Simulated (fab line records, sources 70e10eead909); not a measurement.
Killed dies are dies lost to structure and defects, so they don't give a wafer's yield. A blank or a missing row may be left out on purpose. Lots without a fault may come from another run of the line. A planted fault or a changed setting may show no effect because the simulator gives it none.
Which tool did it? | flow nand_harc | 12 lots, 34 wafers sampled, at 5 steps of a route of 1302

WHAT THE GAUGES READ, wafer by wafer
NHARC_END_SORT_01.
lot  | measured     | on        | killed_at_array | killed_at_other | killed_at_periphery | killed_dies | killed_open | killed_short
L835 | day 25 17:26 | prober-02 | 78 75 54        | 3 1 2           | 9 5 4               | 90 81 60    | 2 1 0       | 6 4 1
L843 | day 28 17:43 | prober-01 | 73 58 55        | 0 0 0           | 3 0 0               | 76 58 55    | 2 1 1       | 4 2 2
L844 | day 29 22:07 | prober-01 | 55 36 39        | 0 0 0           | 2 7 7               | 57 43 46    | 4 2 1       | 2 5 2
L845 | day 29 22:14 | prober-02 | 43 43 50        | 1 1 0           | 6 7 7               | 50 51 57    | 4 5 3       | 2 4 3
L849 | day 32 20:57 | prober-02 | 44 675          | 2 1             | 0 1                 | 46 677      | 2 3         | 3 3
L850 | day 33 02:58 | prober-01 | 41 667          | 2 0             | 9 9                 | 52 676      | 5 4         | 1 3
L853 | day 33 05:31 | prober-02 | 66 47 68        | 1 1 1           | 2 1 6               | 69 49 75    | 2 3 5       | 5 2 4

WHICH TOOL RAN EACH LOT (tool, then ch and the chambers of the sampled wafers, then the start)
lot  | NHARC_A_SLIT_DEP_23             | NHARC_A_SLIT_ETCH_15               | NHARC_A_SLIT_ETCH_26             | NHARC_A_SLIT_STRIP_18
L832 | pecvd-01 ch 1,2, day 20 01:51   | rie_diel-06 ch 0,2, day 20 02:53   | har_etch-01 ch 0,1, day 20 11:16 | rie_diel-03 ch 0,2, no start
L835 | pecvd-04 ch 0,1, day 21 06:35   | rie_diel-11 ch 1,2,3, day 21 07:40 | har_etch-02 ch 0,1, day 21 12:14 | rie_diel-11 ch 0,1,2, day 25 17:26 or earlier
L836 | pecvd-03 ch 0,1, day 21 17:10   | rie_diel-03 ch 0,2, day 21 18:19   | har_etch-02 ch 0,1, day 21 22:55 | rie_diel-06 ch 0,1,2, no start
L838 | pecvd-04 ch 0,1,2, day 22 08:24 | rie_diel-11 ch 0,3, day 22 09:20   | har_etch-01 ch 0,1, day 22 14:16 | rie_diel-03 ch 1,2,3, no start
L839 | pecvd-03 ch 0,1,2, day 23 05:26 | rie_diel-06 ch 0,2,3, day 23 06:31 | har_etch-01 ch 0,1, day 23 11:25 | rie_diel-06 ch 0,2,3, no start
L842 | pecvd-01 ch 1,2, day 24 02:28   | rie_diel-03 ch 0,2,3, day 24 03:31 | har_etch-01 ch 1, day 24 08:32   | rie_diel-11 ch 0,1, no start
L843 | pecvd-04 ch 0,1,2, day 24 02:28 | rie_diel-06 ch 0,3, day 24 03:46   | har_etch-02 ch 0,1, day 24 08:27 | rie_diel-06 ch 0,1, day 28 17:43 or earlier
L844 | pecvd-01 ch 0,2, day 25 05:29   | rie_diel-11 ch 1,3, day 25 06:28   | har_etch-01 ch 0,1, day 25 11:17 | rie_diel-11 ch 1,2,3, day 29 22:07 or earlier
L845 | pecvd-03 ch 0,1,2, day 25 06:21 | rie_diel-03 ch 2,3, day 25 07:12   | har_etch-02 ch 0,1, day 25 12:05 | rie_diel-03 ch 0,1,3, day 29 22:14 or earlier
L849 | pecvd-01 ch 1, day 27 14:14     | rie_diel-06 ch 0,2, day 27 15:28   | har_etch-02 ch 1, day 27 19:52   | rie_diel-06 ch 0,3, day 32 20:57 or earlier
L850 | pecvd-03 ch 0, day 27 15:49     | rie_diel-06 ch 1,2, day 27 16:58   | har_etch-02 ch 0,1, day 27 23:44 | rie_diel-11 ch 1,3, day 33 02:58 or earlier
L853 | pecvd-04 ch 0,2, day 28 07:34   | rie_diel-11 ch 2,3, day 28 08:43   | har_etch-01 ch 0,1, day 28 13:24 | rie_diel-11 ch 0,1,2, day 33 05:31 or earlier
- NHARC_A_SLIT_DEP_23: deposits SiON, target thk 100 nm.
- NHARC_A_SLIT_ETCH_15: etches the open film in O2/COS, target depth 6200 nm, time 1612 s.
- NHARC_A_SLIT_ETCH_26: etches the open film in C4F8/O2/Ar, time 90 s, target depth 400 nm.
- NHARC_A_SLIT_STRIP_18: strips in O2.

WHAT THE TOOLS THEMSELVES READ (means of the sampled wafers that have a number; where no wafer has one, the mark that the record gives instead)
NHARC_A_SLIT_DEP_23.
lot  | tool     | heater_power_w (W)
L832 | pecvd-01 | 698
L835 | pecvd-04 | 717
L836 | pecvd-03 | 725
L838 | pecvd-04 | 685
L839 | pecvd-03 | 733
L842 | pecvd-01 | 667
L843 | pecvd-04 | 656
L844 | pecvd-01 | 640
L845 | pecvd-03 | 782
L849 | pecvd-01 | 711
L850 | pecvd-03 | 764
L853 | pecvd-04 | 596

NHARC_A_SLIT_ETCH_15.
lot  | tool        | drypump_motor_current_A (A) | oes_product_au (a.u.) | rf_vpp_V (V) | showerhead_plenum_p_Torr (Torr) | throttle_valve_pct (%)
L832 | rie_diel-06 | 6.1                         | 1.008                 | 314.7        | 3.15                            | 28.334
L835 | rie_diel-11 | 5.9                         | 0.999                 | 315.6        | 3.21                            | 28.327
L836 | rie_diel-03 | 5.7                         | 1.007                 | 315.9        | 3.23                            | 28.343
L838 | rie_diel-11 | 5.9                         | 0.994                 | 314.9        | 3.19                            | 28.331
L839 | rie_diel-06 | 6.0                         | 0.992                 | 313.8        | 3.13                            | 28.338
L842 | rie_diel-03 | 5.5                         | 1.003                 | 316.2        | 3.26                            | 28.332
L843 | rie_diel-06 | 5.9                         | 0.999                 | 314.8        | 3.12                            | 28.339
L844 | rie_diel-11 | 6.0                         | 0.999                 | 313.4        | 3.13                            | 28.323
L845 | rie_diel-03 | 5.6                         | 1.013                 | 316.2        | 3.28                            | 28.325
L849 | rie_diel-06 | 6.1                         | 0.907                 | 315.1        | 3.18                            | 28.337
L850 | rie_diel-06 | 5.8                         | 0.906                 | 314.2        | 3.13                            | 28.333
L853 | rie_diel-11 | 5.9                         | 1.001                 | 314.1        | 3.15                            | 28.335

NHARC_A_SLIT_ETCH_26.
lot  | tool        | drypump_motor_current_A (A) | showerhead_plenum_p_Torr (Torr) | throttle_valve_pct (%)
L832 | har_etch-01 | 5.1                         | 3.62                            | 27.623
L835 | har_etch-02 | 6.3                         | 3.94                            | 27.627
L836 | har_etch-02 | 6.1                         | 3.94                            | 27.630
L838 | har_etch-01 | 5.1                         | 3.61                            | 27.618
L839 | har_etch-01 | 5.1                         | 3.55                            | 27.613
L842 | har_etch-01 | 5.1                         | 3.65                            | 27.610
L843 | har_etch-02 | 6.3                         | 3.92                            | 27.616
L844 | har_etch-01 | 5.1                         | 3.58                            | 27.617
L845 | har_etch-02 | 6.3                         | 3.91                            | 27.619
L849 | har_etch-02 | 6.0                         | 3.90                            | 27.615
L850 | har_etch-02 | 6.2                         | 3.89                            | 27.621
L853 | har_etch-01 | 5.1                         | 3.56                            | 27.618

NHARC_A_SLIT_STRIP_18.
lot  | tool        | drypump_motor_current_A (A) | oes_product_au (a.u.) | rf_vpp_V (V) | showerhead_plenum_p_Torr (Torr) | throttle_valve_pct (%)
L832 | rie_diel-03 | 5.9                         | 0.996                 | 58.5         | 3.68                            | 17.036
L835 | rie_diel-11 | 5.9                         | 0.994                 | 57.8         | 3.69                            | 17.038
L836 | rie_diel-06 | 5.9                         | 0.997                 | 58.4         | 3.60                            | 17.039
L838 | rie_diel-03 | 5.6                         | 0.999                 | 57.0         | 3.59                            | 17.033
L839 | rie_diel-06 | 6.0                         | 1.002                 | 57.5         | 3.54                            | 17.032
L842 | rie_diel-11 | 6.0                         | 0.995                 | 58.2         | 3.66                            | 17.034
L843 | rie_diel-06 | 5.9                         | 0.995                 | 58.4         | 3.67                            | 17.034
L844 | rie_diel-11 | 6.0                         | 1.006                 | 58.1         | 3.62                            | 17.035
L845 | rie_diel-03 | 5.4                         | 1.003                 | 57.8         | 3.56                            | 17.040
L849 | rie_diel-06 | 5.9                         | 1.008                 | 57.4         | 3.57                            | 17.035
L850 | rie_diel-11 | 6.1                         | 1.006                 | 58.5         | 3.57                            | 17.026
L853 | rie_diel-11 | 6.0                         | 0.997                 | 58.5         | 3.68                            | 17.039

THE ANSWER, worked out from the rows above alone
Rule: what is usual is taken from the lots themselves. Put in order of their means at a reading, lots are off if they are a third of the lots or fewer, leave a main group of 4 or more, and stand apart from it by a gap of 3 or more times the standard deviation of the main group's means; of several such gaps the widest counts. A main group whose means are all the same, to the digits that the tables above print for the reading, isn't used. A lot without any number at a reading at which 4 lots or more have one is off too. The other lots that the step has rows for count as sound. The gauges are gone through in route order, then the tools' own readings, and for those a lot's mean is taken as printed above. The first step at which some lot is off is used, and at that step the reading that is off furthest; a lot without a number counts as furthest.
Off: L849, L850, at NHARC_END_SORT_01 (killed_dies). The main group: mean 61, standard deviation 9.9. Neither off nor sound, because the step has no rows for them: L832, L836, L838, L839, L842.
A tool fits if, at a process step before that reading, it ran every lot that is off, and no sound lot after the first of them. The gauges at NHARC_END_SORT_01 aren't tried: what is off there is off at NHARC_A_SLIT_ETCH_15 too, on other tools, and a gauge's error can't cause that. NHARC_A_SLIT_STRIP_18 gives no start for some lots, so the hours and the order of its lots are those of NHARC_END_SORT_01. Can't be told from this: 2 tools fit, rie_diel-06 at NHARC_A_SLIT_ETCH_15, har_etch-02 at NHARC_A_SLIT_ETCH_26.

WHAT THE SIMULATOR HAD PUT IN
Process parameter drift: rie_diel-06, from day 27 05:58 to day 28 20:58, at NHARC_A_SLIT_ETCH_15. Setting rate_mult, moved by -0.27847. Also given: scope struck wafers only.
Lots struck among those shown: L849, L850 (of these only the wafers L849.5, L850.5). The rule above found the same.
